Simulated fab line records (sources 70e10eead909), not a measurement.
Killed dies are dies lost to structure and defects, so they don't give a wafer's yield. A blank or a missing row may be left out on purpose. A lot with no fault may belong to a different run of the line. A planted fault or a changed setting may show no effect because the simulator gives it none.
fab line records	flow nand-harc
record lots=7	wafers=21	last-day=29
route steps=1302 shown A_SGD_CUT@894 A_SLIT@922 END@1302
lots with no fault: from the same line, run without faults
start-h: start of the lot's first displayed wafer, in hours after the record's first day	wait-h: hours from the lot's prior step to this one	" as in the row above	L1.1+2: one row covering several wafers at once	- no value, or no start given	* or withheld: withheld	< > ~ a bound
route shown NAME@n: names a module that has steps shown in the file, with the first one's number in the route	usual: mean/standard deviation taken from wafers without a fault	same: alike in all rows	chamber/n: place in a boat	sites: the reading at each site	_std_site: the values' standard deviation	_edge_site: outer sites' mean less inner sites'	radius-mm: how far each site lies from the wafer's centre	mask NAME#n: copy n	behind: the tool/chamber that last shaped the wafer	hold: the reason the lot was held/the length of the hold in hours/how it ended	device: the n, p or np transistor that did not switch	end of line: the tests these same wafers got at the end of their route	a step given without rows: its recipe and nothing more	killed: dies that structure and defects cost at the first sort, which is not the same as the wafer's yield	map: a wafer's dies, marking killed ones x, the rest . and places with no die _
set.NAME: setting as actually run; set.NAME@STEP: the setting as run at that earlier step	model.NAME: the simulator's own value behind a step, which no gauge read
lots at selected steps of the route; one table per step, one row per wafer
services: the hour from which a tool's chamber was out of use, counted from the record's first day as start-h (under 0 if before that day), plus the number of hours and why
## steps
# step NHARC_A_SGD_CUT_COAT_57
# recipe temp-c=225	time-s=65
# step NHARC_A_SGD_CUT_COAT_03
# recipe spin-rpm=1500	resist-thk-nm=90
# step NHARC_A_SGD_CUT_SOFTBAKE_04
# recipe temp-c=105	time-s=55
# step NHARC_A_SGD_CUT_EBR_05
# step NHARC_A_SGD_CUT_EXPOSE_06
# recipe na=1.35	dose-mj=85.59	mask-id=SGD
# step NHARC_A_SGD_CUT_PEB_07
# recipe peb-temp-c=100	peb-time-s=65
# step NHARC_A_SGD_CUT_DEVELOP_08
# recipe develop-time-s=35	dev-temp-c=23
# step NHARC_A_SGD_CUT_CD_MEAS_09
# recipe target-cd-nm=100	landing-energy-ev=500
# usual cd-nm=100.0/0.62
lot.wafer	tool	chamber	start-h	wait-h	cd-nm
L870.1	cd-sem-03	0	431.12	-	98.8
L870.4	"	0	"	"	99.3
L870.6	"	0	"	"	99.2
L873.1	cd-sem-01	0	449.26	-	99.9
L873.3	"	0	"	"	100.9
L873.4	"	0	"	"	99.7
L874.1	cd-sem-03	0	468.73	-	100.1
L874.4	"	0	"	"	101.0
L874.5	"	0	"	"	100.6
L876.1	cd-sem-03	0	492.54	-	99.5
L876.4	"	0	"	"	99.9
L876.6	"	0	"	"	99.7
L879.1	cd-sem-02	0	530.56	-	100.3
L879.3	"	0	"	"	100.7
L879.4	"	0	"	"	99.9
L880.3	cd-sem-01	0	538.52	-	100.8
L880.5	"	0	"	"	99.1
L880.6	"	0	"	"	100.7
L883.1	cd-sem-03	0	568.66	-	100.1
L883.2	"	0	"	"	100.3
L883.5	"	0	"	"	100.5
# step NHARC_A_SGD_CUT_OVL_MEAS_10
# usual overlay-x-nm=0.1/0.66	overlay-y-nm=0.2/1
lot.wafer	tool	chamber	start-h	wait-h	overlay-x-nm	overlay-y-nm
L870.1	overlay-01	-	431.21	-	0.1	0.2
L870.4	"	-	"	"	-0.1	0.8
L870.6	"	-	"	"	0.4	-0.2
L873.1	overlay-01	-	449.35	-	1.4	1.7
L873.3	"	-	"	"	1.3	1.6
L873.4	"	-	"	"	0.6	1.3
L874.1	overlay-02	-	468.82	-	0.5	-0.5
L874.4	"	-	"	"	0.9	-0.2
L874.5	"	-	"	"	0.9	-0.4
L876.1	overlay-01	-	492.62	-	0.6	-0.1
L876.4	"	-	"	"	0.3	0.2
L876.6	"	-	"	"	0.2	0.1
L879.1	overlay-01	-	530.64	-	-0.4	-0.5
L879.3	"	-	"	"	-0.4	-0.7
L879.4	"	-	"	"	-0.4	-0.6
L880.3	overlay-01	-	538.60	-	-0.2	0.4
L880.5	"	-	"	"	0.0	0.9
L880.6	"	-	"	"	-0.4	0.3
L883.1	overlay-01	-	568.75	-	-0.2	0.2
L883.2	"	-	"	"	-0.7	0.1
L883.5	"	-	"	"	-0.7	0.5
# step NHARC_A_SGD_CUT_INSPECT_11
# usual raw-defect-count=63/23
lot.wafer	tool	chamber	start-h	wait-h	raw-defect-count
L870.1	defect-inspect-02	-	431.25	0.0	64
L870.4	"	-	"	"	63
L870.6	"	-	"	"	69
L873.1	defect-inspect-02	-	449.39	0.0	86
L873.3	"	-	"	"	73
L873.4	"	-	"	"	62
L874.1	defect-inspect-01	-	468.85	0.0	105
L874.4	"	-	"	"	106
L874.5	"	-	"	"	104
L876.1	defect-inspect-02	-	492.66	0.0	62
L876.4	"	-	"	"	79
L876.6	"	-	"	"	60
L879.1	defect-inspect-01	-	530.68	0.0	24
L879.3	"	-	"	"	23
L879.4	"	-	"	"	34
L880.3	defect-inspect-01	-	538.64	0.0	73
L880.5	"	-	"	"	74
L880.6	"	-	"	"	87
L883.1	defect-inspect-01	-	568.79	0.0	51
L883.2	"	-	"	"	50
L883.5	"	-	"	"	48
# step NHARC_A_SGD_CUT_DESCUM_14
# recipe time-s=3	o2-flow-sccm=200	ar-flow-sccm=0	bias-power-w=0	chemistry=O2
# step NHARC_A_SGD_CUT_ETCH_58
# recipe target-depth-a=390	over-etch-frac=0.3	time-s=65	ion-energy-ev=80	cf4-flow-sccm=150	ar-flow-sccm=0	rf-w=300	bias-w=100	chemistry=CF4
# usual cf4-flow-sccm=150.0/0.42	drypump-motor-current-A=5.5/0.54	oes-product-au=0.999/0.011	rf-vpp-V=151.0/1.1	showerhead-plenum-p-Torr=1.75/0.066	throttle-valve-pct=13.284/0.0091
lot.wafer	tool	chamber	start-h	wait-h	cf4-flow-sccm	drypump-motor-current-A	oes-product-au	rf-hours-counter-h	rf-vpp-V	showerhead-plenum-p-Torr	throttle-valve-pct
L870.1	rie-diel-06	2	431.41	0.1	149.4	4.7	0.988	11	149.2	1.73	13.281
L870.4	"	3	"	"	150.2	5.5	1.000	9	151.0	1.86	13.293
L870.6	"	1	"	"	149.4	5.7	1.023	-	151.0	1.73	13.275
L873.1	rie-diel-06	1	449.53	0.1	150.2	5.7	1.014	12	151.9	1.73	13.283
L873.4	"	3	"	"	149.6	5.5	0.985	11	151.3	1.86	13.289
L873.3	"	0	"	"	149.6	6.1	0.985	12	149.5	1.66	13.281
L874.1	rie-diel-02	3	469.00	0.1	149.9	6.3	0.987	4	152.1	1.80	13.311
L874.4	"	0	"	"	150.0	5.7	1.001	4	151.4	1.67	13.285
L874.5	"	0	"	"	149.5	5.7	1.000	-	150.0	1.67	13.282
L876.4	rie-diel-08	3	492.81	0.1	149.6	5.9	0.988	5	152.5	1.87	13.279
L876.1	"	1	"	"	150.2	5.0	1.018	5	151.0	1.75	13.280
L876.6	"	3	"	"	149.2	5.9	0.994	-	151.7	1.87	13.286
L879.4	rie-diel-08	1	530.83	0.1	150.8	4.9	1.008	6	150.6	1.75	13.287
L879.1	"	2	"	"	150.1	4.9	0.999	7	151.3	1.71	13.283
L879.3	"	3	"	"	149.9	5.9	1.004	7	153.2	1.87	13.292
L880.3	rie-diel-08	1	538.80	0.1	150.7	5.0	1.020	7	152.1	1.75	13.282
L880.6	"	2	"	"	150.5	4.9	0.991	-	150.7	1.71	13.281
L880.5	"	3	"	"	149.5	5.9	0.998	-	154.2	1.87	13.273
L883.2	rie-diel-08	1	568.94	0.1	150.1	4.9	1.003	1	152.3	1.74	13.285
L883.1	"	2	"	"	150.4	4.9	0.988	1	150.8	1.71	13.299
L883.5	"	0	"	"	150.4	6.3	1.003	-	151.4	1.76	13.277
# step NHARC_A_SGD_CUT_ETCH_59
# recipe target-depth-a=2600	over-etch-frac=0.25	time-s=406.25	ion-energy-ev=200	n2-flow-sccm=150	h2-flow-sccm=150	ar-flow-sccm=0	rf-w=400	bias-w=150	chemistry=N2/H2
# usual drypump-motor-current-A=5.6/0.54	oes-product-au=0.999/0.011	rf-vpp-V=429.7/2.4	showerhead-plenum-p-Torr=2.01/0.084	throttle-valve-pct=14.172/0.009
lot.wafer	tool	chamber	start-h	wait-h	drypump-motor-current-A	oes-product-au	rf-hours-counter-h	rf-vpp-V	showerhead-plenum-p-Torr	throttle-valve-pct
L870.1	rie-diel-06	3	431.52	-	5.5	0.995	9	432.3	2.15	14.181
L870.4	"	0	"	"	6.1	0.999	10	426.5	1.91	14.172
L870.6	"	3	"	"	5.5	0.998	-	432.9	2.15	14.179
L873.3	rie-diel-06	0	449.63	-	6.1	0.999	12	425.3	1.91	14.175
L873.4	"	1	"	"	5.7	1.019	13	429.2	1.98	14.178
L873.1	"	2	"	"	4.7	0.995	13	429.0	1.98	14.186
L874.1	rie-diel-02	3	469.15	-	6.3	1.006	4	431.9	2.08	14.169
L874.4	"	0	"	"	5.7	0.997	4	426.8	1.92	14.161
L874.5	"	2	"	"	5.7	0.989	-	432.7	2.11	14.169
L876.4	rie-diel-08	0	492.96	-	6.3	0.994	5	431.0	2.03	14.163
L876.1	"	1	"	"	5.0	1.017	5	430.8	2.01	14.184
L876.6	"	3	"	"	5.9	0.990	-	435.4	2.17	14.179
L879.1	rie-diel-08	2	530.92	-	4.9	0.997	7	427.9	1.96	14.188
L879.4	"	3	"	"	5.9	0.996	7	434.4	2.17	14.153
L879.3	"	1	"	"	5.0	1.019	6	430.1	2.01	14.183
L880.3	rie-diel-08	3	538.94	-	5.9	0.999	8	433.0	2.17	14.178
L880.6	"	1	"	"	5.0	1.026	-	430.1	2.01	14.177
L880.5	"	2	"	"	4.9	1.008	-	427.2	1.96	14.169
L883.2	rie-diel-08	2	569.05	-	4.9	0.983	1	427.9	1.96	14.159
L883.1	"	0	"	"	6.3	0.996	1	429.5	2.03	14.171
L883.5	"	1	"	"	5.0	0.992	-	427.4	2.01	14.170
# step NHARC_A_SGD_CUT_ETCH_15
# recipe target-depth-a=750	time-s=64.3	ch3f-flow-sccm=50	o2-flow-sccm=30	ar-flow-sccm=200	rf-w=500	bias-w=100	chemistry=CH3F/O2
# usual drypump-motor-current-A=5.6/0.53	oes-product-au=0.961/0.018	rf-vpp-V=263.5/1.7	showerhead-plenum-p-Torr=2.44/0.1	throttle-valve-pct=20.662/0.0098
lot.wafer	tool	chamber	start-h	wait-h	drypump-motor-current-A	oes-product-au	rf-hours-counter-h	rf-vpp-V	showerhead-plenum-p-Torr	throttle-valve-pct
L870.1	rie-diel-06	0	-	-	6.1	0.952	10	260.2	2.31	20.681
L870.4	"	1	"	"	5.7	0.993	10	262.1	2.40	20.654
L870.6	"	1	"	"	5.7	1.000	-	261.7	2.40	20.650
L873.3	rie-diel-06	2	-	-	4.7	0.957	13	262.9	2.39	20.664
L873.1	"	3	"	"	5.5	0.963	11	265.9	2.58	20.660
L873.4	"	1	"	"	5.7	0.998	13	263.2	2.40	20.661
L874.4	rie-diel-02	1	-	-	5.2	0.956	4	261.3	2.31	20.646
L874.1	"	2	"	"	5.7	0.984	4	265.0	2.54	20.661
L874.5	"	1	"	"	5.2	0.962	-	262.0	2.31	20.678
L876.4	rie-diel-08	3	-	-	5.9	0.975	6	265.8	2.61	20.663
L876.1	"	0	"	"	6.3	0.974	5	264.2	2.44	20.658
L876.6	"	2	"	"	4.9	0.948	-	261.1	2.37	20.674
L879.3	rie-diel-08	0	-	-	6.3	0.972	7	263.5	2.44	20.652
L879.1	"	1	"	"	5.0	0.978	6	264.6	2.43	20.649
L879.4	"	3	"	"	5.9	0.964	7	266.2	2.61	20.673
L880.3	rie-diel-08	1	-	-	5.0	0.999	7	264.0	2.42	20.651
L880.6	"	2	"	"	5.0	0.971	-	262.8	2.37	20.656
L880.5	"	3	"	"	5.9	0.957	-	265.2	2.61	20.657
L883.2	rie-diel-08	0	-	-	6.3	0.976	1	262.9	2.44	20.646
L883.1	"	2	"	"	5.0	0.956	1	263.8	2.37	20.654
L883.5	"	0	"	"	6.3	0.974	-	262.5	2.44	20.659
# step NHARC_A_SGD_CUT_ETCH_16
# recipe target-depth-a=3105	time-s=155.2	c4f8-flow-sccm=withheld	o2-flow-sccm=8	ar-flow-sccm=withheld	rf-w=600	bias-w=800	chemistry=C4F8/O2/Ar
# usual oes-product-au=0.972/0.014	rf-vpp-V=722/4.1
lot.wafer	tool	chamber	start-h	wait-h	oes-product-au	rf-hours-counter-h	rf-vpp-V
L870.4	rie-diel-06	0	-	-	0.972	10	717
L870.1	"	1	"	"	1.007	11	721
L870.6	"	3	"	"	0.965	-	729
L873.1	rie-diel-06	0	-	-	0.970	12	718
L873.4	"	2	"	"	0.969	13	722
L873.3	"	3	"	"	0.970	11	727
L874.4	rie-diel-02	0	-	-	0.990	5	718
L874.1	"	1	"	"	0.957	4	717
L874.5	"	3	"	"	0.971	-	723
L876.4	rie-diel-08	1	-	-	0.980	5	722
L876.1	"	0	"	"	0.981	5	724
L876.6	"	2	"	"	0.968	-	718
L879.3	rie-diel-08	3	-	-	0.966	7	730
L879.1	"	0	"	"	0.987	7	723
L879.4	"	2	"	"	0.962	7	720
L880.3	rie-diel-08	2	-	-	0.984	8	720
L880.6	"	3	"	"	0.969	-	730
L880.5	"	0	"	"	0.977	-	722
L883.1	rie-diel-08	1	-	-	0.981	1	721
L883.2	"	3	"	"	0.956	1	729
L883.5	"	1	"	"	0.971	-	722
# step NHARC_A_SGD_CUT_STRIP_60
# recipe c4f8-flow-sccm=withheld	o2-flow-sccm=8	ar-flow-sccm=withheld	bias-w=0	chemistry=C4F8/O2/Ar
# step NHARC_A_SGD_CUT_STRIP_17
# recipe o2-flow-sccm=500	ar-flow-sccm=0	bias-w=0	chemistry=O2
# step NHARC_A_SGD_CUT_PRECLEAN_18
# recipe time-s=*	temp-c=50	bath-age-min=0	chemistry=SC1
# step NHARC_A_SGD_CUT_SRD_19
# step NHARC_A_SGD_CUT_DEP_20
# recipe target-thk-a=1500	temp-c=65	material=SiO2
# step NHARC_A_SGD_CUT_ANNEAL_27
# recipe temp-c=450	time-s=1800
# step NHARC_A_SGD_CUT_CMP_21
# recipe target-thk-nm=148.19
# step NHARC_A_SGD_CUT_THK_MEAS_22
# recipe thk-meas-gauge=ellipsometry
# usual thk-nm=148.4/1.4
lot.wafer	tool	chamber	start-h	wait-h	thk-nm
L870.1	film-metro-01	-	439.92	0.2	148.5
L870.4	"	-	"	"	147.4
L870.6	"	-	"	"	148.4
L873.1	film-metro-01	-	455.32	0.2	147.3
L873.3	"	-	"	"	147.8
L873.4	"	-	"	"	147.3
L874.1	film-metro-01	-	474.93	0.2	149.0
L874.4	"	-	"	"	149.0
L874.5	"	-	"	"	149.1
L876.1	film-metro-01	-	499.88	0.2	150.5
L876.4	"	-	"	"	146.5
L876.6	"	-	"	"	147.8
L879.1	film-metro-02	-	539.32	0.2	147.6
L879.3	"	-	"	"	149.8
L879.4	"	-	"	"	146.3
L880.3	film-metro-02	-	544.88	0.2	149.3
L880.5	"	-	"	"	149.1
L880.6	"	-	"	"	150.2
L883.1	film-metro-02	-	578.03	0.2	149.9
L883.2	"	-	"	"	147.0
L883.5	"	-	"	"	146.6
# step NHARC_A_SGD_CUT_SRD_23
# step NHARC_A_SGD_CUT_ETCH_26
# recipe target-depth-a=458	chemistry=dHF	material=SiO2
# step NHARC_A_SGD_CUT_ETCHBACK_24
# recipe target-depth-a=500	over-etch-frac=0.3	time-s=92.857	ion-energy-ev=120	ch3f-flow-sccm=50	o2-flow-sccm=30	ar-flow-sccm=200	rf-w=500	bias-w=100	chemistry=CH3F/O2
# step NHARC_A_SGD_CUT_STRIP_28
# recipe time-s=20	o2-flow-sccm=500	ar-flow-sccm=0	bias-w=0	chemistry=O2
# step NHARC_A_SLIT_DEP_25
# recipe target-thk-a=2000	temp-c=400	pressure-torr=6.5	rf-w=900	teos-flow-sccm=161.4	flow-sccm=2650	target-thk-nm=200	gas=O2	material=SiO2
# usual heater-power-w=540/87	throttle-valve-pct=15.8/0.41
lot.wafer	tool	chamber	start-h	wait-h	heater-power-w	throttle-valve-pct
L870.1	pecvd-04	0	440.45	0.1	661	15.3
L870.6	"	0	"	"	683	15.5
L870.4	"	2	"	"	524	16.4
L873.3	pecvd-02	1	455.96	0.1	392	16.3
L873.1	"	0	"	"	662	15.7
L873.4	"	2	"	"	445	15.3
L874.1	pecvd-03	1	475.47	0.1	490	15.9
L874.5	"	2	"	"	464	15.9
L874.4	"	0	"	"	514	16.1
L876.1	pecvd-04	2	500.42	0.1	616	15.9
L876.6	"	0	"	"	731	15.5
L876.4	"	1	"	"	541	15.7
L879.1	pecvd-03	2	539.85	0.1	544	15.6
L879.3	"	1	"	"	480	15.6
L879.4	"	2	"	"	588	15.5
L880.3	pecvd-02	1	545.51	0.1	361	16.3
L880.5	"	0	"	"	619	15.7
L880.6	"	1	"	"	389	16.0
L883.2	pecvd-03	2	578.66	0.1	585	16.2
L883.1	"	1	"	"	455	14.8
L883.5	"	2	"	"	590	16.1
# step NHARC_A_SLIT_DEP_00
# recipe target-thk-a=62000	temp-c=400	material=aC
# step NHARC_A_SLIT_DEP_23
# recipe target-thk-a=1000	target-thk-nm=100	temp-c=400	pressure-torr=3.5	flow-sccm=200	rf-w=350	material=SiON
# usual heater-power-w=731/100
lot.wafer	tool	chamber	start-h	wait-h	heater-power-w
L870.1	pecvd-02	2	448.51	3.2	639
L870.4	"	1	"	"	668
L870.6	"	0	"	"	844
L873.3	pecvd-02	2	463.61	1.9	553
L873.1	"	1	"	"	620
L873.4	"	2	"	"	554
L874.1	pecvd-03	1	479.65	3.2	627
L874.5	"	1	"	"	635
L874.4	"	2	"	"	699
L876.1	pecvd-03	2	505.94	3.2	759
L876.6	"	0	"	"	698
L876.4	"	1	"	"	723
L879.3	pecvd-03	2	544.02	1.9	749
L879.1	"	0	"	"	743
L879.4	"	2	"	"	762
L880.3	pecvd-02	2	551.54	1.9	641
L880.5	"	2	"	"	646
L880.6	"	0	"	"	666
L883.1	pecvd-04	1	584.89	3.1	771
L883.2	"	2	"	"	700
L883.5	"	0	"	"	970
# step NHARC_A_SLIT_DEHYDRATE_01
# recipe temp-c=150	time-s=120
# step NHARC_A_SLIT_HMDS_02
# recipe time-s=30
# step NHARC_A_SLIT_COAT_03
# recipe spin-rpm=1500	resist-thk-nm=90
# step NHARC_A_SLIT_SOFTBAKE_04
# recipe temp-c=105	time-s=55
# step NHARC_A_SLIT_EBR_05
# step NHARC_A_SLIT_EXPOSE_06
# recipe na=1.35	dose-mj=60.82	mask-id=SLIT
# step NHARC_A_SLIT_PEB_07
# recipe peb-temp-c=100	peb-time-s=65
# step NHARC_A_SLIT_DEVELOP_08
# recipe develop-time-s=35	dev-temp-c=23
# step NHARC_A_SLIT_CD_MEAS_09
# recipe target-cd-nm=300	landing-energy-ev=500
# usual cd-nm=300.0/0.56
lot.wafer	tool	chamber	start-h	wait-h	cd-nm
L870.1	cd-sem-03	0	449.16	-	299.2
L870.4	"	0	"	"	299.0
L870.6	"	0	"	"	298.6
L873.1	cd-sem-01	0	464.29	-	299.3
L873.3	"	0	"	"	299.4
L873.4	"	0	"	"	299.4
L874.1	cd-sem-01	0	480.30	-	299.0
L874.4	"	0	"	"	299.6
L874.5	"	0	"	"	299.8
L876.1	cd-sem-01	0	506.62	-	299.9
L876.4	"	0	"	"	300.3
L876.6	"	0	"	"	300.2
L879.1	cd-sem-02	0	544.67	-	300.9
L879.3	"	0	"	"	299.8
L879.4	"	0	"	"	300.5
L880.3	cd-sem-03	0	552.10	-	300.2
L880.5	"	0	"	"	300.0
L880.6	"	0	"	"	300.8
L883.1	cd-sem-01	0	585.57	-	299.8
L883.2	"	0	"	"	299.9
L883.5	"	0	"	"	299.1
# step NHARC_A_SLIT_OVL_MEAS_10
# usual overlay-x-nm=-0.2/0.72	overlay-y-nm=-0.1/0.87
lot.wafer	tool	chamber	start-h	wait-h	overlay-x-nm	overlay-y-nm
L870.1	overlay-01	-	449.25	-	-1.4	0.2
L870.4	"	-	"	"	-1.7	0.0
L870.6	"	-	"	"	-1.3	0.3
L873.1	overlay-02	-	464.38	-	0.5	-0.6
L873.3	"	-	"	"	0.3	-1.3
L873.4	"	-	"	"	0.8	-1.5
L874.1	overlay-02	-	480.39	-	-0.8	-0.7
L874.4	"	-	"	"	-1.4	-1.3
L874.5	"	-	"	"	-1.1	-0.3
L876.1	overlay-02	-	506.71	-	0.5	0.4
L876.4	"	-	"	"	0.2	0.2
L876.6	"	-	"	"	0.2	0.8
L879.1	overlay-01	-	544.76	-	0.1	1.4
L879.3	"	-	"	"	-0.6	1.2
L879.4	"	-	"	"	0.1	1.2
L880.3	overlay-01	-	552.18	-	-0.9	-0.7
L880.5	"	-	"	"	-1.5	-1.2
L880.6	"	-	"	"	-1.3	-0.6
L883.1	overlay-02	-	585.66	-	-0.1	0.9
L883.2	"	-	"	"	0.0	0.7
L883.5	"	-	"	"	-0.5	0.9
# step NHARC_END_SORT_01
# recipe temp-c=25
# usual killed-at-array=64/16	killed-at-other=1.0/1.1	killed-at-periphery=3.5/2.3	killed-dies=69/17	killed-open=3.2/1.6	killed-short=2.4/1.6
# same gross-dies=677
lot.wafer	tool	chamber	start-h	wait-h	killed-at-array	killed-at-other	killed-at-periphery	killed-dies	killed-open	killed-short
L874.1	prober-01	0	590.69	2.5	78	2	2	82	2	0
L874.4	prober-01	0	593.11	3.4	58	1	6	65	4	0
L874.5	prober-01	0	593.91	3.7	80	1	3	84	2	5
L879.1	prober-01	0	651.40	2.5	122	4	4	130	1	3
L879.3	prober-01	0	653.00	3.1	94	6	3	103	3	4
L879.4	prober-01	0	653.80	3.4	91	2	7	100	2	2
L880.3	prober-02	0	665.70	3.1	110	1	2	113	2	5
L880.5	prober-02	0	667.30	3.7	135	1	5	141	4	2
L880.6	prober-02	0	668.09	4.0	106	2	1	109	5	4
L883.1	prober-02	0	699.26	2.5	141	1	4	146	3	5
L883.2	prober-02	0	700.05	2.8	143	2	2	147	1	2
L883.5	prober-02	0	702.42	3.7	121	0	0	121	2	2
# killed by level:class
L874.1 A_CHANNEL_HOLE_D2:chamber-film-flake=38 A_CHANNEL_HOLE_D1:chamber-film-flake=37 THIN_TSV:chamber-film-flake=2 P_CONTACT:geometric-particle:open=1 A_ONON_D1:geometric-particle:open=1 P_BONDPAD:chamber-film-flake=1 A_ZERO_WELL:chamber-film-flake=1 A_STAIRCASE:chamber-film-flake=1
L874.4 A_CHANNEL_HOLE_D1:chamber-film-flake=31 A_CHANNEL_HOLE_D2:chamber-film-flake=16 A_CONTACT:chamber-film-flake=6 P_M1:geometric-particle:open=2 A_STAIRCASE:chamber-film-flake=2 A_ONON_D1:geometric-particle:open=1 A_ONON_D2:geometric-particle:open=1 P_ZERO_WELL:chamber-film-flake=1
L874.5 A_CHANNEL_HOLE_D2:chamber-film-flake=33 A_CHANNEL_HOLE_D1:chamber-film-flake=32 A_CONTACT:chamber-film-flake=5 A_STAIRCASE:chamber-film-flake=3 A_ONON_D1:geometric-particle:short=2 P_GATE:chamber-film-flake=2 P_M0:geometric-particle:open=1 A_CHANNEL_HOLE_D1:geometric-particle:short=1
L879.1 A_SGD_CUT:unspecified=77 A_SLIT:chamber-film-flake=21 A_CHANNEL_HOLE_D2:chamber-film-flake=8 A_CHANNEL_HOLE_D1:chamber-film-flake=5 A_CONTACT:chamber-film-flake=4 THIN_TSV:chamber-film-flake=4 A_CHANNEL_FILL_D1:chamber-film-flake=3 P_ZERO_WELL:chamber-film-flake=2
L879.3 A_SGD_CUT:unspecified=48 A_SLIT:chamber-film-flake=29 A_CHANNEL_HOLE_D2:chamber-film-flake=6 THIN_TSV:chamber-film-flake=6 P_M2:chamber-film-flake=3 A_CHANNEL_HOLE_D2:geometric-particle:open=2 A_CHANNEL_FILL_D2:geometric-particle:short=2 A_ONON_D2:geometric-particle:open=1
L879.4 A_SGD_CUT:unspecified=50 A_SLIT:chamber-film-flake=22 A_CHANNEL_HOLE_D2:chamber-film-flake=7 P_M2:chamber-film-flake=4 A_CONTACT:chamber-film-flake=4 A_CHANNEL_FILL_D1:chamber-film-flake=2 A_STAIRCASE:chamber-film-flake=2 THIN_TSV:chamber-film-flake=2
L880.3 A_SGD_CUT:unspecified=58 A_CHANNEL_HOLE_D1:chamber-film-flake=31 A_CHANNEL_HOLE_D2:chamber-film-flake=11 A_ONON_D2:geometric-particle:short=3 A_WL_FILL:chamber-film-flake=2 A_DECK1_JOINT:geometric-particle:open=1 A_SGD_CUT:geometric-particle:open=1 A_M0:geometric-particle:short=1
L880.5 A_SGD_CUT:unspecified=82 A_CHANNEL_HOLE_D1:chamber-film-flake=32 A_CHANNEL_HOLE_D2:chamber-film-flake=13 A_M1:chamber-film-flake=5 P_CONTACT:geometric-particle:open=2 P_GATE:chamber-film-flake=2 P_M0:geometric-particle:open=1 A_CHANNEL_FILL_D1:geometric-particle:short=1
L880.6 A_SGD_CUT:unspecified=42 A_CHANNEL_HOLE_D1:chamber-film-flake=28 A_CHANNEL_HOLE_D2:chamber-film-flake=21 A_WL_FILL:geometric-particle:short=2 A_SLIT:chamber-film-flake=2 A_WL_FILL:chamber-film-flake=2 THIN_TSV:chamber-film-flake=2 A_CHANNEL_FILL_D1:geometric-particle:short=1
L883.1 A_SGD_CUT:unspecified=77 A_CHANNEL_HOLE_D1:chamber-film-flake=26 A_SLIT:chamber-film-flake=25 P_STI:chamber-film-flake=3 A_WL_FILL:geometric-particle:short=2 A_BLC:geometric-particle:open=2 A_CHANNEL_HOLE_D2:chamber-film-flake=2 A_STAIRCASE:chamber-film-flake=2
L883.2 A_SGD_CUT:unspecified=80 A_CHANNEL_HOLE_D1:chamber-film-flake=31 A_SLIT:chamber-film-flake=27 A_CHANNEL_FILL_D2:geometric-particle:short=2 A_CONTACT:chamber-film-flake=2 A_ONON_D2:geometric-particle:open=1 P_ZERO_WELL:chamber-film-flake=1 P_STI:chamber-film-flake=1
L883.5 A_SGD_CUT:unspecified=46 A_SLIT:chamber-film-flake=33 A_CHANNEL_HOLE_D1:chamber-film-flake=30 A_WL_FILL:chamber-film-flake=3 A_CHANNEL_HOLE_D2:chamber-film-flake=2 A_ONON_D1:geometric-particle:short=1 A_ONON_D1:geometric-particle:open=1 A_CHANNEL_FILL_D1:geometric-particle:short=1
# map L879.1 (x killed, . not)
____________.____________
_________......._________
_______..........._______
______............x______
_____..x.........x.._____
____.xxx.............____
____.......x.........____
___.x....x............___
___...................___
__..x...............x..__
__...x.............x..x__
_..................x..x._
_x.....x............x..._
_................xx.xxxx_
_....................x.._
_............x.........._
.........................
.........................
.x................x......
.........x..x...x.......x
........x..xxxxxx........
_.........x.xxxx........_
_..........xxxxxx......._
_........x.xxxxxx.x....._
_.......xxxxxxxxx......._
_....x..xxxxxxxx........_
__.......xxxxxxxx......__
__......xxxxxxxxx......__
___..x...xxxxxxxx.....___
___x.....xxxxxxx......___
____......xxxxxxx....____
____.....xxxxxx.x....____
_____.......x......._____
______.....x.......______
_______.....xx...._______
_________.x....._________
____________.____________
# map L880.5 (x killed, . not)
____________.____________
_________......._________
_______........xx._______
______.............______
_____..............._____
____.................____
____..........x......____
___...................___
___...................___
__.x..............x..x.__
__....................x__
_......................._
_...........x.....x.x..._
_....................xx._
_................xxx..x._
_.................xxx.x._
........x................
x......x..x..............
......x.x.x..............
......xxx.x........x.....
.....xxxx................
_...xxxxxx...........x.._
_...xxxxxx.xxx..x......._
_...xxxxxxxxxxxx........_
_......xxxxxxxxx.x......_
_.....x.xxxxxxxxx......._
__....x..xxxxxxxx......__
__.....x.xxxxxxx.......__
___.....xxxxxxxxxx....___
___.....x.xxxxxx......___
____x.x.xxxxxxx......____
____.....xxxxx.xx....____
_____.....xxxx......_____
______.............______
_______......xx..._______
_________......._________
____________.____________
## services
tool	chamber	start-h	hours	kind
pecvd-02	-	408.11	13.0	pm
pecvd-03	0	413.59	3.8	repair
rie-diel-08	0	425.80	-	clean
rie-diel-08	1	425.80	-	clean
rie-diel-08	2	425.80	-	clean
rie-diel-08	3	425.80	-	clean
rie-diel-06	3	438.07	4.1	repair
pecvd-04	-	450.00	13.0	pm
rie-diel-08	0	450.30	-	clean
rie-diel-08	1	450.30	-	clean
rie-diel-02	0	471.69	5.7	repair
pecvd-04	-	483.89	0.4	repair
rie-diel-06	-	484.23	9.0	pm
rie-diel-06	-	493.27	5.6	repair
rie-diel-06	1	504.30	4.9	repair
rie-diel-08	3	508.41	3.5	repair
rie-diel-06	-	523.55	0.5	repair
rie-diel-02	0	526.22	5.4	repair
pecvd-02	-	527.72	0.9	repair
rie-diel-08	-	544.80	9.0	pm
pecvd-03	-	547.30	13.0	pm
pecvd-04	-	549.49	2.3	repair
rie-diel-02	-	570.70	9.0	pm
pecvd-02	2	572.62	15.2	repair
## key
first-sign step=NHARC_END_SORT_01	reading=killed-dies	direction=up	sigmas=3.3	usual=69	struck=123
effect step=NHARC_END_SORT_01	reading=killed-at-array	direction=up	sigmas=3.3	usual=64	struck=118
more-kills-born-at NHARC_A_SGD_CUT_ETCH_59@rie-diel-08=559
met-at NHARC_A_SGD_CUT_ETCH_59
struck-wafers L879.1,L879.3,L879.4,L880.3,L880.5,L880.6,L883.1,L883.2,L883.5
tester-left-out L879,L880,L883
onset-between 492.96 530.92
also-fits time
fault kind=chamber-particle-source	tool=rie-diel-08	chamber=-	onset-h=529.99	steps=NHARC_A_SGD_CUT_ETCH_59	rate-per-visit-cm2=0.7841	end-h=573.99
# tester-left-out: of these lots the tester's yield and bins aren't shown, on N5 and GAA mostly nor the transistor test; their killed dies are dies lost to structure and defects alone, not to doping, threshold or leakage, so they don't give the yield
